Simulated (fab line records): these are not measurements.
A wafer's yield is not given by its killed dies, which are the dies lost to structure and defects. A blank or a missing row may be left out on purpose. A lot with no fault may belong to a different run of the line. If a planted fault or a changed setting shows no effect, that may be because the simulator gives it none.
Struck lot and sound lot, side by side / flow n5-finfet / 16 steps out of a route of 1938
Sound: wafers L261.1, L261.2, L261.4. Struck: wafer L269.1 (left out: L269.6, a lot-mate that was not struck); the cause follows at the end.
Each step with rows lists, per side, the tool, then ch with its chambers, then its first start. Under that, the readings that differ: sound wafers / struck wafers / difference of the means / sigmas: that difference in standard deviations of wafers without a fault.
alike: readings with means less than 2 such deviations apart, plus words and numbers identical on both sides. not compared: withheld readings, readings lacking a value on some wafer, bounds such as >300 that could conceal the same value, and numbers that have no deviation in the record and whose values overlap.
A row with sigmas, a row that says differs or no value, or rows on one side alone: a step with any of these is where the two part. When numbers do not overlap yet have no deviation, they are printed without sigmas and do not part them. Lack of a reading on every wafer of one side parts them only where that side has two or more wafers.

N5_SDB_CD_MEAS_11: target cd 50 nm.
  sound on cd-sem-02 ch 0, day 5 05:43; struck on cd-sem-01 ch 0, day 7 05:13
  alike: cd-nm
N5_SDB_OVL_MEAS_12:
  sound on overlay-01 ch 0, day 5 05:44; struck on overlay-01 ch 0, day 7 05:14
  alike: SDB_OVL
N5_SDB_INSPECT_13: inspects for defects (brightfield).
  sound on defect-inspect-01, day 5 05:46; struck on defect-inspect-02, day 7 05:16
  alike: raw-defect-count
then, 1 step without rows for these wafers: N5_SDB_DESCUM_16 (chemistry O2, time 7.9 s).
N5_SDB_ETCH_17: etches SiARC in CF4, target depth 23.4 nm, time 39 s.
  sound on rie-diel-05 ch 1,2,3, day 5 05:50; struck on rie-diel-03 ch 1, day 7 05:20
reading=drypump-motor-current-A (A); sound=6.3 5.7 5.6; struck=5.0; difference=-0.9; sigmas=-2
  alike: bias-w, etch-rf-on-time-s, mfc-ar-sccm, oes-product-au, rf-vpp-V, showerhead-plenum-p-Torr, throttle-valve-pct
  not compared: rf-hours-counter-h
then, 2 steps without rows for these wafers: N5_SDB_ETCH_18 (etches SOC in N2/H2, target depth 100 nm, overetch 20 nm, time 150 s); N5_SDB_STRIP_19 (strips in N2/H2).
N5_SDB_STRIP_21: strips in CF4.
  sound on rie-diel-05 ch 1,2,3, day 5 06:00; struck on rie-diel-03 ch 1, day 7 05:30
reading=drypump-motor-current-A (A); sound=6.3 5.7 5.6; struck=5.0; difference=-0.9; sigmas=-2
  alike: oes-product-au, rf-vpp-V, showerhead-plenum-p-Torr, throttle-valve-pct
  not compared: rf-hours-counter-h
N5_SDB_HM_OPEN_20: chemistry CH3F/O2, target SiNx, stops on poly-Si, target depth 24 nm.
  sound on rie-diel-05 ch 1,2,3, day 5 06:01; struck on rie-diel-03 ch 1, day 7 05:31
reading=drypump-motor-current-A (A); sound=6.3 5.8 5.6; struck=5.0; difference=-0.9; sigmas=-2
  alike: bias-w, mfc-ar-sccm, oes-product-au, rf-vpp-V, showerhead-plenum-p-Torr, throttle-valve-pct
  not compared: rf-hours-counter-h
N5_SDB_STRIP_22: strips in N2/H2.
  sound on plasma-asher-01 ch 0,1, day 5 06:08; struck on plasma-asher-02 ch 0, day 7 05:36
reading=drypump-motor-current-A (A); sound=5.7 5.7 5.7; struck=4.8; difference=-0.9; sigmas=-2
  alike: heater-power-w, oes-product-au, strip-time-to-endpoint-s
  not compared: rf-hours-counter-h
then, 2 steps without rows for these wafers: N5_SDB_PRECLEAN_23 (cleans in dHF, time 30 s); N5_SDB_DUMMY_REMOVE_24 (chemistry TMAH, target poly-Si, stops on SiO2, target depth 142 nm, time 57 s, rinse time 30 s).
N5_SDB_ETCH_25: etches SiO2 in C4F6/O2, target depth 10 nm, time 3.3 s.
  sound on rie-diel-05 ch 0,1,2, day 5 06:22; struck on rie-diel-05 ch 1, day 7 05:49
reading=model.etch.depth-nm (nm); sound=9.815 10.01 10.17; struck=13.56; difference=+3.56; sigmas=
  alike: bias-w, drypump-motor-current-A, mfc-ar-sccm, oes-product-au, rf-vpp-V, showerhead-plenum-p-Torr, throttle-valve-pct
  not compared: rf-hours-counter-h
N5_SDB_CUT_ETCH_26: etches Si in HBr/Cl2/O2, target depth 129.6 nm, bt time 20 s, time 51.8 s.
  sound on rie-si-06 ch 0,2,3, day 5 06:27; struck on rie-si-03 ch 2, day 7 05:55
  alike: drypump-motor-current-A, oes-product-au, throttle-valve-pct
  not compared: bias-w, rf-hours-counter-h
-- the record jumps here: 5 days lie between the struck wafers' starts before and after (it left off in module SDB and takes up again in module BEOL_M4, whose first step shown is number 1111 of the route) --
N5_BEOL_M4_RC_MEAS_101:
  sound on prober-01 ch 0, day 9 23:17; struck on prober-02 ch 0, day 11 18:54
reading=DIBL_N (mV/V); sound=39.4 42.2 42.3; struck=35.8; difference=-5.5; sigmas=-2
reading=DIBL_P (mV/V); sound=41 45 44; struck=33; difference=-10; sigmas=-3
reading=IOFF_N (nA/um); sound=0.22 0.33 0.35; struck=0.14; difference=-0.16; sigmas=-3
reading=IOFF_P (nA/um); sound=0.28 0.38 0.34; struck=0.19; difference=-0.14; sigmas=-2
reading=ION_N (uA/um); sound=692 704 714; struck=671; difference=-32; sigmas=-2
reading=SS_P (mV/dec); sound=74.1 75.4 75.5; struck=72.6; difference=-2.4; sigmas=-3
  alike: ION_P, SS_N, VT_N, VT_P
after that, 1 step had no rows for these wafers: N5_PASSIVATION_PROBE_49.

WHERE THEY PART
At N5_SDB_ETCH_17 first; at N5_BEOL_M4_RC_MEAS_101 last (within this record only).

WHY: the cause the simulator had injected
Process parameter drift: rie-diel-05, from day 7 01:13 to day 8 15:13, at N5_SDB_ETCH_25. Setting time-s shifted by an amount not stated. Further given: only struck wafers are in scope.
